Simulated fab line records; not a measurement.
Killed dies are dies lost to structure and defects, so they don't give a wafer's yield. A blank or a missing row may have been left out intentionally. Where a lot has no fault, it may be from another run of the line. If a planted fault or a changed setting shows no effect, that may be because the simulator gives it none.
One fault seen from 3 desks    flow n5 finfet    each desk holds nothing but its own numbers, with what lay behind them at the end

## THE DEFECT DESK
For each lot, the counts of the inspections along the route, averaged over the sampled wafers that have a number. If a lot's mean is further than 4 standard deviations from the usual mean, the lot is out of limits and carries the mark OUT (the distance appears in the brackets).
Columns: A = raw defect count at N5_BEOL_M12_INSPECT_55, usual 62
lot   first seen here  A
L303  day 12 03:41     37
L304  day 12 18:17     37
L310  day 13 15:05     83
L309  day 13 21:10     56
L318  day 16 23:13     51
L321  day 17 03:06     71
L320  day 17 15:02     52
L324  day 18 07:59     65
L322  day 18 08:35     55
This desk's finding: nothing out of limits on any of the 9 lots.

## METROLOGY DESK
What the gauges read for every lot (on any tool): the sampled wafers with a number, averaged. If a lot's mean is further than 4 standard deviations from the usual mean, the lot is out of limits and carries the mark OUT (the distance appears in the brackets).
Columns: A = trench depth nm at N5_BEOL_M12_OCD_MEAS_35, usual 319 nm; B = M12_THK at N5_BEOL_M12_THK_MEAS_50, usual 317 nm; C = M12_RS at N5_BEOL_M12_RS_MEAS_54, usual 0.0600 ohm/sq
lot   first seen here  A               B               C
L303  day 11 17:05     324             324             0.0588
L304  day 12 16:13     326             322             0.0587
L310  day 13 13:29     276 (-8.1) OUT  276 (-7.8) OUT  0.0713 (+10) OUT
L309  day 13 18:05     277 (-7.9) OUT  276 (-7.9) OUT  0.0706 (+9.6) OUT
L318  day 16 20:03     319             313             0.0601
L321  day 17 00:02     318             320             0.0599
L320  day 17 09:11     324             322             0.0594
L324  day 18 06:09     319             321             0.0603
L322  day 18 06:55     316             316             0.0605
Finding of this desk: L309, L310 out of limits; the first was L310 at day 13 13:29, on trench depth nm at N5_BEOL_M12_OCD_MEAS_35. In limits: L303, L304, L318, L321, L320, L324, L322.

## DESK OF THE TOOL OWNER: rie diel-06
The tool's own readings at N5_BEOL_M12_TRENCH_ETCH_34 (etches SiOC in C4F8/O2/Ar, target depth 318.95 nm, time 125.5 s): means of the sampled wafers that have a number, for each lot that ran on this tool. If a lot's mean is further than 4 standard deviations from the usual mean, the lot is out of limits and carries the mark OUT (the distance appears in the brackets).
Columns: A = drypump motor current A at N5_BEOL_M12_TRENCH_ETCH_34, usual 5.69 A; B = oes product au at N5_BEOL_M12_TRENCH_ETCH_34, usual 0.82 a.u.; C = rf vpp V at N5_BEOL_M12_TRENCH_ETCH_34, usual 667 V; D = showerhead plenum p Torr at N5_BEOL_M12_TRENCH_ETCH_34, usual 3.47 Torr; E = throttle valve pct at N5_BEOL_M12_TRENCH_ETCH_34, usual 24.08 %
lot   first seen here  A     B     C    D     E
L303  day 11 16:56     5.58  0.82  668  3.50  24.18
L310  day 13 13:23     5.68  0.74  666  3.47  24.03
L309  day 13 17:56     5.68  0.74  670  3.59  24.10
L318  day 16 19:53     5.65  0.78  667  3.49  24.15
L321  day 16 23:53     5.47  0.80  666  3.45  24.08
L324  day 18 05:59     5.61  0.76  668  3.47  24.25
L322  day 18 06:46     5.57  0.79  665  3.45  24.01
This desk's finding: nothing out of limits on any of the 7 lots.

## BROUGHT TOGETHER
The metrology desk could have raised an alarm at day 13 13:29, on L309, L310.
Nothing the defect desk looked at was out of limits.
The desk of the tool owner found nothing out of limits.
The defect desk has L309, L310 on record, within its limits.
On record at the tool owner's desk: L309, L310, within its limits.
All the named lots went through N5_BEOL_M12_TRENCH_ETCH_34 on rie diel-06.

## WHAT HAD BEEN PUT IN BY THE SIMULATOR
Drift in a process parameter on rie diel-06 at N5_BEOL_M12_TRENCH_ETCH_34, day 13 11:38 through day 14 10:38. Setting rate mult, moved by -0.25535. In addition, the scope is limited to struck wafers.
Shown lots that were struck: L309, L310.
Time in hours between the start of the fault and the first out-of-limits reading at each desk: metrology desk, 2.
